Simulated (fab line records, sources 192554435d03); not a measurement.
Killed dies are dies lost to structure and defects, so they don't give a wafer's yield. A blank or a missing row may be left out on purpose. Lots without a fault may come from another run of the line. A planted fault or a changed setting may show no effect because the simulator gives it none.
fab line records | flow n5_finfet
record lots=4 wafers=12 last_day=19
route steps=1938 shown BEOL_M14@1745 BEOL_M15@1773 PASSIVATION@1936
lots that met no fault: from a run of the same line without faults
start_h: hours from the record's first day to the start of the lot's first wafer shown | wait_h: hours since the lot's step before | " the same as in the row above | L1.1+2: a row that stands for several wafers | - no value, or no start given | * or withheld: withheld | < > ~ a bound
route shown NAME@n: a module of which the file shows steps, and the number in the route of the first | usual: mean/standard deviation of fault-free wafers | same: alike in all rows | chamber/n: place in a boat | sites: the reading at each site | _std_site: their standard deviation | _edge_site: outer sites' mean less inner sites' | radius_mm: how far each site lies from the wafer's centre | mask NAME#n: copy n | behind: the tool/chamber that last shaped the wafer | hold: why the lot was held/for how many hours/how that ended | device: the transistor (n, p or np) that didn't switch | end of line: the same wafers' tests at the end of the route | a step without rows: its recipe alone | killed: dies lost to structure and defects at the first sort, not the wafer's yield | map: a wafer's dies, x killed, . not, _ none there
set.NAME: the setting as run; set.NAME@STEP: as run at that earlier step | model.NAME: the simulator's own value behind a step, which no gauge read
lots at some steps of the route; a table a step, a row a wafer
services: from which hour (start_h, from the record's first day; less than 0 if before it) a tool's chamber was out of use, for how many hours, and why
## steps
# step N5_BEOL_M14_HARDBAKE_32
# recipe temp_c=130 time_s=120
# step N5_BEOL_M14_DESCUM_33
# recipe chemistry=O2 time_s=7.9 source_power_w=50 bias_power_w=20 pressure_mtorr=20 rf_frequency_hz=2.712e+07 temp_c=40 o2_flow_sccm=225
# step N5_BEOL_M14_ETCH_67
# recipe chemistry=CF4 target=SiARC target_depth_a=1430 time_s=238.3 ion_energy_ev=80 pressure_mtorr=40 source_w=545 bias_w=36 Ar_flow_sccm=100 cf4_flow_sccm=100 ends=cleared
# step N5_BEOL_M14_ETCH_68
# recipe chemistry=N2/H2 target=SOC mask_material=SiARC source_w=3000 bias_w=350 temp_c=40 time_s=450 ion_energy_ev=200 pressure_mtorr=30 n2_flow_sccm=200 h2_flow_sccm=200
# step N5_BEOL_M14_STRIP_69
# recipe chemistry=N2/H2 temp_c=40 n2_flow_sccm=200 h2_flow_sccm=200 rf_frequency_hz=6e+07
# step N5_BEOL_M14_TRENCH_ETCH_34
# recipe chemistry=C4F8/O2/Ar target=SiO2 target_depth_a=5566.5 mask_material=SOC he_inner_torr=15 he_outer_torr=30 time_s=126.9 ion_energy_ev=800 pressure_mtorr=20 source_w=1905 bias_w=2040 Ar_flow_sccm=400 C4F8_flow_sccm=16 O2_flow_sccm=12
# step N5_BEOL_M14_STRIP_70
# recipe chemistry=C4F8/O2/Ar resist=SiARC rf_frequency_hz=6e+07
# step N5_BEOL_M14_STRIP_37
# recipe chemistry=O2 power_w=600 temp_c=60 pressure_mtorr=30 rf_frequency_hz=6e+07 bias_power_w=0 overash_fraction=0.3 o2_flow_sccm=225
# step N5_BEOL_M14_ETCH_38
# recipe chemistry=CF4/N2 target=SiCN target_depth_a=1065 taper_deg=2 time_s=120.6 ion_energy_ev=150 mask_material=SiO2 pressure_mtorr=40 source_w=430 bias_w=70 Ar_flow_sccm=100 cf4_flow_sccm=60 n2_flow_sccm=60
# usual drypump_motor_current_A=5.8/0.35 oes_product_au=0.83/0.076 rf_fwd_power_W=428.6/1.2 rf_vpp_V=383.2/1.4 showerhead_plenum_p_Torr=2.24/0.047 throttle_valve_pct=15.24/0.25
# columns lot.wafer tool chamber start_h wait_h drypump_motor_current_A oes_product_au rf_fwd_power_W rf_hours_counter_h rf_vpp_V showerhead_plenum_p_Torr throttle_valve_pct
L548.2 rie_diel-01 2 357.46 - 5.9 0.74 427.7 127 386.1 2.29 15.24
L548.4 " 1 " " 5.3 0.98 427.4 - 382.4 2.27 15.22
L548.6 " 3 " " 5.2 0.82 428.3 - 384.1 2.23 15.26
L550.1 rie_diel-01 1 374.56 - 5.3 0.95 431.4 12 383.1 2.26 15.25
L550.2 " 2 " " 5.9 0.75 428.2 133 385.0 2.29 15.24
L550.5 " 3 " " 5.2 0.82 427.9 - 381.5 2.23 15.29
L554.1 rie_diel-01 0 389.70 - 5.9 0.78 428.2 92 385.0 2.32 15.07
L554.4 " 2 " " 5.9 0.73 429.5 140 383.4 2.28 15.24
L554.6 " 3 " " 5.2 0.81 428.8 - 383.6 2.23 15.28
L561.3 rie_diel-06 2 427.20 - 5.6 0.83 426.6 78 383.9 2.23 15.05
L561.5 " 2 " " 5.6 0.83 427.5 - 381.8 2.23 15.06
L561.6 " 3 " " 5.0 0.87 427.0 - 385.3 2.34 15.17
# step N5_BEOL_M14_PRECLEAN_39
# recipe chemistry=residue_remover time_s=60 temp_c=40
# step N5_BEOL_M14_SRD_40
# recipe time_s=30 temp_c=23 rinse_liquid=diw dry=n2_spin spin_rpm=1500 dry_time_s=30
# step N5_BEOL_M14_DEGAS_41
# recipe ambient=vacuum temp_c=300 time_s=60
# step N5_BEOL_M14_PRE_CLEAN_42
# recipe gas=H2/He time_s=30 temp_c=300
# step N5_BEOL_M14_SPUTTER_43
# recipe material=TaN target_thk_a=150 temp_c=50 bias_v=168.6 power_w=15000 chamber_pressure_pa=0.12 time_s=24.19
# step N5_BEOL_M14_SPUTTER_44
# recipe material=Ta target_thk_a=150 temp_c=50 bias_v=80 power_w=15000 chamber_pressure_pa=0.07 time_s=24.19
# step N5_BEOL_M14_SPUTTER_45
# recipe material=Cu target_thk_a=1000 temp_c=-20 bias_v=60 power_w=26000 chamber_pressure_pa=0.13 time_s=16.67
# step N5_BEOL_M14_ECD_47
# recipe material=Cu target_thk_a=12480
# step N5_BEOL_M14_ANNEAL_48
# recipe temp_c=225 time_s=90 ambient=N2
# step N5_BEOL_M14_CMP_49
# recipe stop_on=SiO2 t_overpolish_s=5.2 down_force_psi=2 platen_rpm=80 clearing_platen_down_force_psi=2 clearing_platen_rpm=80 post_cmp_clean=cu_alkaline target_thk_nm=560 clearing_platen_pad_velocity_m_s=1.5917 pad_velocity_m_s=1.5917
# step N5_BEOL_M14_PRE_CLEAN_52
# recipe gas=NH3 time_s=15 temp_c=withheld rf_power_w=300
# step N5_BEOL_M14_DEP_53
# recipe material=SiCN target_thk_a=500 temp_c=withheld precursor=3MS/NH3 pressure_torr=3 rf_w=675 time_s=17.8
# step N5_BEOL_M15_ILD_DEP_00
# recipe material=SiO2 target_thk_a=16293 temp_c=400 precursor=TEOS/O2 pressure_torr=6.5 rf_w=900 teos_flow_sccm=161.4 gas=O2 flow_sccm=2650 time_s=346.1
# step N5_BEOL_M15_COAT_58
# recipe resist=BARC temp_c=205 time_s=60 spin_rpm=1500 resist_thk_nm=89
# step N5_BEOL_M15_COAT_04
# recipe spin_rpm=1704 resist_thk_nm=800
# step N5_BEOL_M15_EBR_06
# recipe solvent=PGMEA ebr_width_mm=1.5
# step N5_BEOL_M15_SOFTBAKE_05
# recipe temp_c=130 time_s=60
# step N5_BEOL_M15_EXPOSE_07
# recipe mask_id=V14 na=0.8 source_shape=annular sigma_inner=0.5 sigma_outer=0.8 polarization=unpolarized attpsm_phase_deg=180 dose_mj=41.25
# step N5_BEOL_M15_PEB_08
# recipe peb_temp_c=130 peb_time_s=90
# step N5_BEOL_M15_DEVELOP_09
# recipe develop_time_s=45 rinse_liquid=diw dry=air_spin dev_temp_c=21
# step N5_BEOL_M15_HARDBAKE_14
# recipe temp_c=130 time_s=120
# step N5_BEOL_M15_DESCUM_15
# recipe chemistry=O2 time_s=7.9 source_power_w=50 bias_power_w=20 pressure_mtorr=20 rf_frequency_hz=2.712e+07 temp_c=40 o2_flow_sccm=225
# step N5_PASSIVATION_PROBE_49
# usual defect_limited_yield=91.3/1.4 killed_at_M0_to_M3=34/10 killed_at_M4_up=14/5.5 killed_at_contacts=12/6 killed_at_front_end=40/10 killed_at_other=3.0/2.4 killed_dies=103/17 killed_on_rim=13/4.3 killed_open=68/13 killed_short=34/7.8 sort_bin_5_function=5.1/0.97 sort_bin_6_memory=3.3/0.66 sort_bin_8_speed=0.02/0.12 sort_n_pass=1077/17 sort_yield_pct=91.2/1.4
# same gross_dies=1180 killed_at_back_side=0 sort_bin_4_leakage[%]=0
# columns lot.wafer tool chamber start_h wait_h defect_limited_yield[%] killed_at_M0_to_M3 killed_at_M4_up killed_at_contacts killed_at_front_end killed_at_other killed_dies killed_on_rim killed_open killed_short sort_bin_5_function[%] sort_bin_6_memory[%] sort_bin_8_speed[%] sort_n_pass sort_yield_pct[%]
L548.2 prober-02 - 378.52 0.1 93.5 21 16 12 27 1 77 11 47 24 4.1 1.7 0 1103 93.5
L548.4 prober-02 - 378.62 0.2 92.7 22 17 11 32 4 86 9 66 18 4.3 2.9 0 1094 92.7
L548.6 prober-02 - 378.72 0.3 93.6 20 18 5 31 2 76 9 44 25 3.4 2.4 0 1104 93.6
L550.1 prober-01 - 399.57 0.0 82.5 27 126 17 36 0 206 19 59 34 11.3 4.7 0 974 82.5
L550.2 prober-01 - 399.62 0.1 80.3 30 143 11 47 1 232 17 73 32 12.1 5.1 0 948 80.3
L550.5 prober-01 - 399.77 0.2 88.8 17 57 19 37 2 132 25 56 31 6.8 3.1 0 1048 88.8
L554.1 prober-01 - 416.60 0.0 81.7 47 129 6 33 1 216 20 73 31 11.6 4.5 0 964 81.7
L554.4 prober-01 - 416.75 0.2 81.8 38 123 8 42 4 215 19 50 46 11.6 4.6 0 965 81.8
L554.6 prober-01 - 416.85 0.3 87.5 30 65 6 45 1 147 25 63 28 7.8 3.1 0 1033 87.5
# killed by level:class
L548.2 STI_FIN_REVEAL:geometric_particle:open=8 MOL_CONTACT_COAG:geometric_particle:open=7 BEOL_M4:geometric_particle:open=6 MOL_CONTACT_COAG:geometric_particle:short=5 DUMMY_GATE:geometric_particle:open=4 BEOL_M0_SAQP:geometric_particle:short=4 BEOL_M0_SAQP:geometric_particle:open=4 BEOL_M2:geometric_particle:short=4
L548.4 BEOL_M2:geometric_particle:open=12 STI_FIN_REVEAL:geometric_particle:open=10 MOL_CONTACT_COAG:geometric_particle:open=10 ILD0:geometric_particle:open=4 ILD0:geometric_particle:short=3 GATE_CUT:geometric_particle:open=3 BEOL_M4:geometric_particle:open=3 BEOL_M6:geometric_particle:open=3
L548.6 BEOL_M4:geometric_particle:open=8 GATE_CUT:geometric_particle:short=5 MOL_CONTACT_COAG:geometric_particle:open=5 BEOL_M2:geometric_particle:open=5 HKMG_FIN:area_etch=5 FIN_SAQP:geometric_particle:open=3 GATE_CUT:geometric_particle:open=3 BEOL_M0_SAQP:geometric_particle:short=3
L550.1 BEOL_M14:unspecified=112 MOL_CONTACT_COAG:geometric_particle:open=14 STI_FIN_REVEAL:geometric_particle:open=9 BEOL_M0_SAQP:geometric_particle:short=8 FIN_SAQP:geometric_particle:short=7 DUMMY_GATE:geometric_particle:open=5 BEOL_M0_SAQP:geometric_particle:open=5 BEOL_M1:geometric_particle:open=5
L550.2 BEOL_M14:unspecified=126 FIN_SAQP:geometric_particle:open=12 STI_FIN_REVEAL:geometric_particle:open=12 MOL_CONTACT_COAG:geometric_particle:open=9 FIN_SAQP:geometric_particle:short=7 BEOL_M1:geometric_particle:open=7 BEOL_M0_SAQP:geometric_particle:short=6 BEOL_M4:geometric_particle:open=6
L550.5 BEOL_M14:unspecified=43 STI_FIN_REVEAL:geometric_particle:open=14 MOL_CONTACT_COAG:geometric_particle:open=14 FIN_SAQP:geometric_particle:short=6 BEOL_M3:geometric_particle:open=6 MOL_CONTACT_COAG:geometric_particle:short=5 STI_FIN_REVEAL:geometric_particle:short=4 BEOL_M0_SAQP:geometric_particle:short=4
L554.1 BEOL_M14:unspecified=112 BEOL_M3:geometric_particle:open=12 BEOL_M0_SAQP:geometric_particle:open=9 BEOL_M0_SAQP:geometric_particle:short=9 BEOL_M1:geometric_particle:open=8 BEOL_M4:geometric_particle:open=8 FIN_SAQP:geometric_particle:short=7 MOL_CONTACT_COAG:geometric_particle:open=6
L554.4 BEOL_M14:unspecified=118 FIN_SAQP:geometric_particle:short=13 BEOL_M3:geometric_particle:open=10 BEOL_M0_SAQP:geometric_particle:short=8 MOL_CONTACT_COAG:geometric_particle:open=7 BEOL_M0_SAQP:geometric_particle:open=6 DUMMY_GATE:geometric_particle:open=5 GATE_CUT:geometric_particle:short=5
L554.6 BEOL_M14:unspecified=52 STI_FIN_REVEAL:geometric_particle:open=12 BEOL_M3:geometric_particle:open=9 BEOL_M4:geometric_particle:open=9 FIN_SAQP:geometric_particle:short=8 FIN_SAQP:geometric_particle:open=8 MOL_CONTACT_COAG:geometric_particle:open=6 BEOL_M0_SAQP:geometric_particle:short=5
# map L550.2 (x killed, . not)
_________________x.x...x.....________________
______________..........x......._____________
___________...............x........__________
__________x................xx......._________
________x.x..........................._______
_______.x.x...............x............______
______...x.x.x.........................._____
_____..xx.x..x..........x........x...x...____
____...xx.xxx.x.x...x...........x..x......___
___...x.xxxxxxx....x................x.x....__
___...xxxxxxxxxxxx....x.....x..x...........__
__x...xxxxxxxxxxxxx.........x..........x...._
__.x.xxxxxxxxxxxx.............x...........x._
_...xxxxxxxxxxxxxxx......x.....x.......x...x.
_....xxxxxxxxxxxxxxx.x.......................
_...xxxxxxxxxxxxx.x...............x...x....x.
_...xx..xxxxxxxxxx...........x....x..........
_...x..xxxxxxxx...xxx.......x..........xx....
_.x.....x.xx.xx....x........x.........x......
_x.....xx......x.................x....x......
_...........x....x..x.........xx.............
__...............x.....................x...._
__...x.x.....x.......x........x....x...x...._
___...............x...............x......xx__
___................x...x..............x....__
____..x..........x............x.......x...___
_____......xx.....x.............x......xx____
______.................................._____
_______.....x....x.............x.......______
________....x........................._______
__________xx...........x.......x...._________
___________..x......x..x..x........__________
______________...x..x.....x....._____________
_________________............________________
# map L554.1 (x killed, . not)
_________________............________________
______________.....xx........xxx_____________
___________x..xx.x..........xx..x..__________
__________....x.x...........x......._________
________.............................._______
_______...x....xx...............x......______
______......................xx.........._____
_____............................x....x..____
____...................x.......xx......x..___
___...........x....xxx...........xx........__
___.....x....x.x...........x.....x...xxxxx.__
__..........x..........xx.......x.xxxxxxxxxx_
__.......................x..x.xx..xxxxxxxxxx_
_...xx......................xx..xxxxxxxxx.x.x
_..xx.x.x..................x...xxxxxxxxxxxxx.
_..........................x....xxxxxxxxxxxxx
_..............x..............xxxxxxxxxxxxxxx
_......................x........xxxxxxxxxxxxx
_.....x..............x..x........xxxxxxxxxxxx
_.......................x........xxxxxxx...x.
_..................x...x..........xxx.x..xxx.
__......x.....x..x.x........................_
__x...........x............................._
___....................x.............x..x..__
___..................x.....................__
____.....x......x............x.......x.x..___
_____..x.x.............x............x....____
______..........x......................._____
_______........x....xx.x...........x...______
________.......................x......_______
__________..........xx.............x_________
___________....xx...............x..__________
______________.....x........x..._____________
_________________.........x..________________
## services
# columns tool chamber start_h hours kind
rie_diel-06 1 354.22 10.2 repair
rie_diel-01 0 354.91 5.7 repair
## key
first_sign step=N5_PASSIVATION_PROBE_49 reading=killed_at_M4_up direction=up sigmas=17 usual=14 struck=107
effect step=N5_PASSIVATION_PROBE_49 reading=killed_dies direction=up sigmas=5.2 usual=103 struck=191
more_kills_born_at N5_BEOL_M14_ETCH_38@rie_diel-01=563
met_at N5_BEOL_M14_ETCH_38
struck_wafers L550.1,L550.2,L550.5,L554.1,L554.4,L554.6
onset_between 357.46 374.56
fault kind=chamber_particle_source tool=rie_diel-01 chamber=- onset_h=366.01 steps=N5_BEOL_M14_ETCH_38 rate_per_visit_cm2=0.71047 end_h=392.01
